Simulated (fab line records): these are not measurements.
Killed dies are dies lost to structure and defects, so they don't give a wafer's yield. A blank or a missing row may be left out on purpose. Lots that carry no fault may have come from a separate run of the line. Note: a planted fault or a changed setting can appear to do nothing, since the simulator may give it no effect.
fab line records | flow nand_harc
[record] lots = 12 | wafers = 35 | last_day = 33
route steps=1302 shown P_GATE@216 P_CONTACT@218
lots that met no fault: taken from a fault-free run of the same line
start_h: start of the lot's first displayed wafer, in hours after the record's first day | wait_h: hours elapsed since this lot's preceding step | " as in the row above | L1.1+2: a single row standing in for several wafers | - value missing, or start not given | * or withheld: withheld | < > ~ a bound
route shown NAME@n: NAME is a module with steps in the file, n the number in the route of the first one | usual: average and standard deviation across the fault-free wafers | same: alike in all rows | chamber/n: place in a boat | sites: per-site readings | _std_site: the standard deviation of these | _edge_site: mean of outer sites minus mean of inner sites | radius_mm: how far each site lies from the wafer's centre | mask NAME#n: copy n | behind: the last tool/chamber to shape the wafer | hold: reason for holding the lot/hours on hold/outcome of the hold | device: names the non-switching transistor (n, p or np) | end of line: the tests these same wafers got at the end of their route | a step given without rows: its recipe and nothing more | killed: at the first sort, the dies lost to defects and structure; wafer yield is something else | map: dies across one wafer; x = killed, . = not, _ = none there
set.NAME: the setting as run; set.NAME@STEP: as run at that earlier step | model.NAME: the simulator's own value behind a step, which no gauge read
steps of the route over a sample of lots; a table a step, a row a wafer
services: from which hour (start_h, from the record's first day; less than 0 if before it) a tool's chamber was out of use, for how many hours, and why
[[steps]]
[step NHARC_P_GATE_INSPECT_68]
[usual] raw_defect_count = 216/97
lot.wafer | tool              | chamber | start_h | wait_h | raw_defect_count
L618.2    | defect_inspect-01 | -       | 118.33  | 0.1    | 241
L618.3    | "                 | -       | "       | "      | 139
L618.4    | "                 | -       | "       | "      | 114
L620.1    | defect_inspect-01 | -       | 132.74  | 0.2    | 159
L620.5    | "                 | -       | "       | "      | 212
L620.6    | "                 | -       | "       | "      | 134
L621.1    | defect_inspect-02 | -       | 157.83  | 0.2    | 283
L621.5    | "                 | -       | "       | "      | 244
L621.6    | "                 | -       | "       | "      | 195
L623.2    | defect_inspect-02 | -       | 172.29  | 0.1    | 145
L623.4    | "                 | -       | "       | "      | 92
L623.5    | "                 | -       | "       | "      | 67
L624.3    | defect_inspect-01 | -       | 173.33  | 0.1    | 166
L624.4    | "                 | -       | "       | "      | 221
L624.6    | "                 | -       | "       | "      | 159
L625.4    | defect_inspect-01 | -       | 194.91  | 0.1    | 190
L625.5    | "                 | -       | "       | "      | 280
L625.6    | "                 | -       | "       | "      | 248
L626.1    | defect_inspect-01 | -       | 199.96  | 0.2    | 192
L626.4    | "                 | -       | "       | "      | 153
L626.5    | "                 | -       | "       | "      | 171
L627.1    | defect_inspect-01 | -       | 214.41  | 0.2    | 475
L627.2    | "                 | -       | "       | "      | 263
L627.6    | "                 | -       | "       | "      | 447
L628.2    | defect_inspect-02 | -       | 215.60  | 0.1    | 265
L628.3    | "                 | -       | "       | "      | 202
L628.4    | "                 | -       | "       | "      | 228
L635.1    | defect_inspect-02 | -       | 292.29  | 0.2    | 358
L635.3    | "                 | -       | "       | "      | 255
L635.5    | "                 | -       | "       | "      | 340
L637.1    | defect_inspect-02 | -       | 303.22  | 0.2    | 334
L637.5    | "                 | -       | "       | "      | 488
L640.1    | defect_inspect-02 | -       | 335.19  | 0.2    | 218
L640.2    | "                 | -       | "       | "      | 117
L640.3    | "                 | -       | "       | "      | 109
[step NHARC_P_CONTACT_DEP_00]
[recipe] target_thk_a = 5000 | temp_c = 400 | pressure_torr = 6.5 | rf_w = 900 | teos_flow_sccm = 161.4 | flow_sccm = 2650 | target_thk_nm = 500 | gas = O2 | material = SiO2
[usual] chamber_pressure_Torr = 6.500/0.016 | heater_power_outer_w = 283/65 | heater_power_w = 527/96 | mfc_precursor_sccm = 161.4/0.53 | throttle_valve_pct = 15.9/0.54
lot.wafer | tool     | chamber | start_h | wait_h | chamber_pressure_Torr | heater_power_outer_w | heater_power_w | mfc_precursor_sccm | throttle_valve_pct
L618.2    | pecvd-04 | 2       | -       | -      | 6.517                 | 143                  | 351            | 161.8              | 15.6
L618.3    | "        | 1       | "       | "      | 6.478                 | 287                  | 554            | 162.7              | 16.9
L618.4    | "        | 0       | "       | "      | 6.509                 | 276                  | 508            | 160.4              | 15.8
L620.1    | pecvd-02 | 2       | -       | -      | 6.527                 | 270                  | 478            | 161.5              | 15.8
L620.5    | "        | 1       | "       | "      | 6.483                 | 275                  | 456            | 160.6              | 15.1
L620.6    | "        | 0       | "       | "      | 6.499                 | 259                  | 512            | 161.2              | 16.7
L621.1    | pecvd-04 | 0       | -       | -      | 6.513                 | 238                  | 481            | 161.2              | 16.0
L621.6    | "        | 2       | "       | "      | 6.493                 | 165                  | 376            | 161.6              | 15.7
L621.5    | "        | 0       | "       | "      | 6.499                 | 271                  | 497            | 161.5              | 16.0
L623.2    | pecvd-02 | 0       | -       | -      | 6.515                 | 366                  | 667            | 161.3              | 16.2
L623.5    | "        | 1       | "       | "      | 6.479                 | 252                  | 412            | 161.2              | 15.3
L623.4    | "        | 2       | "       | "      | 6.485                 | 289                  | 502            | 161.4              | 15.9
L624.3    | pecvd-01 | 0       | -       | -      | 6.497                 | 413                  | 681            | 161.7              | 15.7
L624.4    | "        | 2       | "       | "      | 6.470                 | 329                  | 607            | 161.1              | 16.4
L624.6    | "        | 0       | "       | "      | 6.518                 | 285                  | 554            | 161.6              | 15.8
L625.4    | pecvd-01 | 2       | 195.52  | 0.3    | 6.481                 | 291                  | 564            | 162.4              | 16.5
L625.5    | "        | 0       | "       | "      | 6.465                 | 293                  | 533            | 160.7              | 16.0
L625.6    | "        | 2       | "       | "      | 6.482                 | 304                  | 569            | 161.8              | 16.3
L626.1    | pecvd-01 | 2       | 200.44  | 0.3    | 6.494                 | 222                  | 453            | 160.8              | 16.4
L626.4    | "        | 2       | "       | "      | 6.512                 | 253                  | 509            | 161.1              | 16.4
L626.5    | "        | 0       | "       | "      | 6.504                 | 404                  | 679            | 161.9              | 15.9
L627.1    | pecvd-02 | 2       | -       | -      | 6.475                 | 304                  | 520            | 161.9              | 15.9
L627.2    | "        | 1       | "       | "      | 6.501                 | 258                  | 444            | 161.4              | 15.2
L627.6    | "        | 2       | "       | "      | 6.494                 | 317                  | 527            | 162.7              | 15.8
L628.2    | pecvd-04 | 2       | -       | -      | 6.518                 | 134                  | 330            | 161.7              | 16.1
L628.3    | "        | 0       | "       | "      | 6.525                 | 281                  | 520            | 161.6              | 16.2
L628.4    | "        | 1       | "       | "      | 6.511                 | 265                  | 532            | 161.4              | 16.8
L635.1    | pecvd-04 | 1       | -       | -      | 6.517                 | 317                  | 567            | 161.2              | 16.8
L635.3    | "        | 0       | "       | "      | 6.491                 | 227                  | 459            | 161.8              | 15.5
L635.5    | "        | 2       | "       | "      | 6.525                 | 166                  | 369            | 161.7              | 16.0
L637.1    | pecvd-01 | 0       | -       | -      | 6.499                 | 399                  | 669            | 161.9              | 16.0
L637.5    | "        | 1       | "       | "      | 6.460                 | 290                  | 549            | 160.5              | 15.8
L640.2    | pecvd-02 | 0       | 335.60  | 0.3    | 6.512                 | 263                  | 547            | 161.0              | 16.2
L640.1    | "        | 1       | "       | "      | 6.517                 | 265                  | 457            | 161.6              | 14.7
L640.3    | "        | 1       | "       | "      | 6.517                 | 273                  | 469            | 161.7              | 14.6
[step NHARC_P_CONTACT_DESCUM_17]
[recipe] time_s = 3 | o2_flow_sccm = 200 | ar_flow_sccm = 0 | bias_power_w = 0 | chemistry = O2
[usual] drypump_motor_current_A = 5.6/0.41 | mfc_ar_sccm = 0.006/0.0085 | oes_product_au = 1.008/0.013 | rf_vpp_V = 57.6/0.82 | showerhead_plenum_p_Torr = 1.90/0.071 | throttle_valve_pct = 11.311/0.009
lot.wafer | tool        | chamber | start_h | wait_h | drypump_motor_current_A | mfc_ar_sccm | oes_product_au | rf_hours_counter_h | rf_vpp_V | showerhead_plenum_p_Torr | throttle_valve_pct
L618.2    | rie_diel-13 | 2       | 120.13  | 0.1    | 6.2                     | 0.014       | 1.002          | 3.1                | 58.3     | 2.00                     | 11.301
L618.3    | "           | 3       | "       | "      | 6.1                     | 0.026       | 1.008          | 3.3                | 57.9     | 1.83                     | 11.326
L618.4    | "           | 0       | "       | "      | 5.8                     | 0.002       | 1.000          | 3.2                | 56.8     | 1.83                     | 11.299
L620.1    | rie_diel-04 | 3       | 134.56  | 0.1    | 4.9                     | 0           | 1.029          | 5.3                | 58.0     | 1.90                     | 11.297
L620.6    | "           | 1       | "       | "      | 5.8                     | 0           | 1.029          | -                  | 57.3     | 1.88                     | 11.319
L620.5    | "           | 2       | "       | "      | 5.0                     | 0.014       | 1.000          | -                  | 58.0     | 1.97                     | 11.292
L621.1    | rie_diel-13 | 1       | 159.63  | 0.1    | 5.2                     | 0           | 0.991          | 4.0                | 57.7     | 2.03                     | 11.303
L621.6    | "           | 1       | "       | "      | 5.2                     | 0           | 0.989          | -                  | 57.7     | 2.03                     | 11.317
L621.5    | "           | 2       | "       | "      | 6.2                     | 0.014       | 0.999          | -                  | 57.7     | 2.00                     | 11.311
L623.2    | rie_diel-04 | 3       | 174.08  | 0.1    | 4.9                     | 0           | 1.017          | 7.0                | 57.6     | 1.90                     | 11.313
L623.4    | "           | 0       | "       | "      | 6.0                     | 0           | 1.025          | 6.8                | 57.8     | 1.87                     | 11.307
L623.5    | "           | 3       | "       | "      | 4.9                     | 0           | 1.006          | -                  | 58.5     | 1.90                     | 11.315
L624.4    | rie_diel-13 | 3       | 175.01  | 0.1    | 6.1                     | 0.026       | 1.004          | 0                  | 58.2     | 1.83                     | 11.323
L624.3    | "           | 2       | "       | "      | 6.2                     | 0.014       | 0.975          | 0                  | 57.9     | 2.00                     | 11.292
L624.6    | "           | 3       | "       | "      | 6.1                     | 0.026       | 1.006          | -                  | 58.0     | 1.83                     | 11.322
L625.4    | rie_diel-05 | 1       | 196.97  | 0.1    | 5.6                     | 0           | 1.027          | 2.8                | 57.8     | 1.90                     | 11.322
L625.6    | "           | 2       | "       | "      | 5.7                     | 0           | 1.017          | -                  | 57.7     | 1.79                     | 11.299
L625.5    | "           | 3       | "       | "      | 5.5                     | 0.014       | 0.991          | -                  | 57.5     | 1.94                     | 11.322
L626.4    | rie_diel-13 | 3       | 202.00  | 0.1    | 6.1                     | 0.026       | 0.991          | 0.7                | 57.4     | 1.83                     | 11.315
L626.1    | "           | 2       | "       | "      | 6.3                     | 0.014       | 0.993          | 0.6                | 56.8     | 2.00                     | 11.335
L626.5    | "           | 3       | "       | "      | 6.1                     | 0.026       | 0.995          | -                  | 58.1     | 1.83                     | 11.308
L627.2    | rie_diel-04 | 0       | 216.35  | 0.1    | 6.0                     | 0           | 1.023          | 1.2                | 57.6     | 1.87                     | 11.315
L627.1    | "           | 2       | "       | "      | 5.0                     | 0.014       | 0.980          | 0.9                | 59.0     | 1.97                     | 11.310
L627.6    | "           | 3       | "       | "      | 4.9                     | 0           | 1.026          | -                  | 58.2     | 1.90                     | 11.322
L628.2    | rie_diel-05 | 0       | 217.40  | 0.1    | 5.5                     | 0           | 1.011          | 3.2                | 58.9     | 1.83                     | 11.297
L628.3    | "           | 1       | "       | "      | 5.6                     | 0           | 1.016          | 3.2                | 57.8     | 1.90                     | 11.319
L628.4    | "           | 0       | "       | "      | 5.5                     | 0           | 1.000          | -                  | 55.4     | 1.83                     | 11.311
L635.3    | rie_diel-04 | 2       | 294.08  | 0.1    | 5.0                     | 0.014       | 0.986          | 6.4                | 57.6     | 1.97                     | 11.335
L635.1    | "           | 1       | "       | "      | 5.7                     | 0           | 1.030          | 6.5                | 58.0     | 1.88                     | 11.313
L635.5    | "           | 3       | "       | "      | 4.9                     | 0           | 1.005          | -                  | 57.0     | 1.90                     | 11.305
L637.1    | rie_diel-13 | 3       | 304.93  | 0.1    | 6.1                     | 0.026       | 1.007          | 3.0                | 56.0     | 1.83                     | 11.320
L637.5    | "           | 1       | "       | "      | 5.2                     | 0           | 1.022          | -                  | 58.8     | 2.03                     | 11.305
L640.3    | rie_diel-05 | 0       | 337.23  | 0.1    | 5.5                     | 0           | 1.003          | 2.2                | 58.0     | 1.83                     | 11.309
L640.2    | "           | 1       | "       | "      | 5.6                     | 0           | 1.008          | 2.1                | 57.4     | 1.90                     | 11.315
L640.1    | "           | 2       | "       | "      | 5.7                     | 0           | 1.004          | 2.2                | 56.4     | 1.79                     | 11.314
[step NHARC_P_CONTACT_ALD_22]
[recipe] target_thk_a = 30 | pulse_time_s = 1 | ald_cycles = 150 | temp_c = 450 | material = TiN
[usual] ald_cycles = 150/0 | heater_power_outer_w = 713/91 | heater_power_w = 1113/130 | precursor_pulse_height_rel = 0.997/0.02
lot.wafer | tool         | chamber | start_h | wait_h | ald_cycles | heater_power_outer_w | heater_power_w | precursor_pulse_height_rel
L618.2    | ald_metal-03 | 1       | 122.03  | -      | 150        | 905                  | 1315           | 0.997
L618.3    | "            | 1       | "       | "      | 150        | 892                  | 1301           | 0.980
L618.4    | "            | 1       | "       | "      | 150        | 878                  | 1327           | 0.983
L620.1    | ald_metal-01 | 0       | 136.36  | -      | 150        | 630                  | 1028           | 0.996
L620.5    | "            | 0       | "       | "      | 150        | 647                  | 1004           | 0.997
L620.6    | "            | 1       | "       | "      | 150        | 796                  | 1233           | 0.963
L621.1    | ald_metal-01 | 1       | 161.48  | -      | 150        | 791                  | 1278           | 1.015
L621.6    | "            | 0       | "       | "      | 150        | 597                  | 1041           | 1.031
L621.5    | "            | 1       | "       | "      | 150        | 808                  | 1265           | 0.994
L623.2    | ald_metal-03 | 2       | 175.93  | -      | 150        | 711                  | 1150           | 1.025
L623.4    | "            | 3       | "       | "      | 150        | 737                  | 1189           | 0.978
L623.5    | "            | 2       | "       | "      | 150        | 696                  | 1105           | 1.008
L624.4    | ald_metal-04 | 0       | 176.86  | -      | 150        | 588                  | 977            | 0.995
L624.3    | "            | 1       | "       | "      | 150        | 620                  | 949            | 0.980
L624.6    | "            | 3       | "       | "      | 150        | 651                  | 897            | 0.978
L625.4    | ald_metal-01 | 3       | 198.81  | -      | 150        | 651                  | 1049           | 0.986
L625.5    | "            | 1       | "       | "      | 150        | 706                  | 1160           | 0.994
L625.6    | "            | 2       | "       | "      | 150        | 728                  | 1158           | 1.043
L626.4    | ald_metal-03 | 2       | 203.83  | -      | 150        | 721                  | 1103           | 0.996
L626.1    | "            | 3       | "       | "      | 150        | 749                  | 1193           | 0.970
L626.5    | "            | 2       | "       | "      | 150        | 730                  | 1110           | 1.012
L627.2    | ald_metal-04 | 3       | 218.18  | -      | 150        | 639                  | 933            | 1.002
L627.1    | "            | 0       | "       | "      | 150        | 583                  | 997            | 1.004
L627.6    | "            | 3       | "       | "      | 150        | 627                  | 899            | 0.989
L628.4    | ald_metal-01 | 2       | 219.37  | -      | 150        | 735                  | 1196           | 0.979
L628.3    | "            | 3       | "       | "      | 150        | 642                  | 1030           | 0.996
L628.2    | "            | 0       | "       | "      | 150        | 625                  | 1002           | 1.000
L635.1    | ald_metal-03 | 1       | 295.93  | -      | 150        | 874                  | 1284           | 1.005
L635.3    | "            | 2       | "       | "      | 150        | 658                  | 1047           | 0.968
L635.5    | "            | 2       | "       | "      | 145        | 678                  | 1056           | 1.002
L637.1    | ald_metal-03 | 3       | 306.76  | -      | 150        | 743                  | 1128           | 1.020
L637.5    | "            | 3       | "       | "      | 145        | 737                  | 1146           | 1.013
L640.2    | ald_metal-04 | 0       | 339.05  | -      | 150        | 556                  | 942            | 1.023
L640.3    | "            | 1       | "       | "      | 150        | 648                  | 960            | 1.032
L640.1    | "            | 3       | "       | "      | 150        | 618                  | 901            | 0.977
[[services]]
tool         | chamber | start_h | hours | kind
ald_metal-03 | 2       | 98.76   | 43.6  | repair
ald_metal-03 | 0       | 101.66  | 27.6  | repair
pecvd-01     | -       | 112.09  | 0.6   | repair
pecvd-01     | -       | 130.20  | 13.0  | pm
ald_metal-03 | 3       | 143.12  | 2.2   | repair
pecvd-01     | 2       | 154.53  | 7.0   | repair
rie_diel-13  | -       | 165.01  | 9.0   | pm
ald_metal-01 | -       | 170.00  | 10.0  | pm
rie_diel-04  | -       | 177.90  | 9.0   | pm
pecvd-01     | 1       | 191.63  | 22.7  | repair
ald_metal-03 | 0       | 193.86  | 2.7   | repair
ald_metal-01 | 3       | 210.01  | 4.9   | repair
ald_metal-03 | -       | 212.00  | 10.0  | pm
pecvd-01     | -       | 213.82  | 0.9   | repair
pecvd-02     | -       | 227.00  | 13.0  | pm
rie_diel-04  | 2       | 250.81  | 3.6   | repair
rie_diel-13  | -       | 259.32  | 0.2   | repair
pecvd-04     | -       | 269.00  | 13.0  | pm
ald_metal-03 | 3       | 282.26  | 6.3   | repair
rie_diel-04  | 2       | 308.22  | 9.9   | repair
rie_diel-13  | 2       | 315.50  | 9.8   | repair
rie_diel-13  | 3       | 324.55  | 11.4  | repair
pecvd-02     | 2       | 330.18  | 6.8   | repair
rie_diel-04  | 1       | 331.78  | 1.3   | repair
[[key]]
[first_sign] step = NHARC_P_CONTACT_ALD_22 | reading = ald_cycles | direction = down | sigmas = 99+ | usual = 150 | struck = 145
effect none on later readings
met_at NHARC_P_CONTACT_ALD_22
struck_lots L635,L637
struck_wafers L635.5,L637.5
tester_left_out L635,L637
not_acting_at NHARC_P_GATE_INSPECT_68,NHARC_P_CONTACT_DEP_00,NHARC_P_CONTACT_DESCUM_17
onset_between 203.83 295.93
[fault] kind = process_parameter_drift | tool = ald_metal-03 | chamber = - | onset_h = 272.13 | steps = NHARC_P_CONTACT_ALD_22 | channel = ald_cycles | offset = -5 | shape = step | end_h = 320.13 | scope = struck_wafers_only | acts_in = these_recipes_only | stated = 150
// tester_left_out: of these lots the tester's yield and bins aren't shown, on N5 and GAA mostly nor the transistor test; their killed dies are dies lost to structure and defects alone, not to doping, threshold or leakage, so they don't give the yield
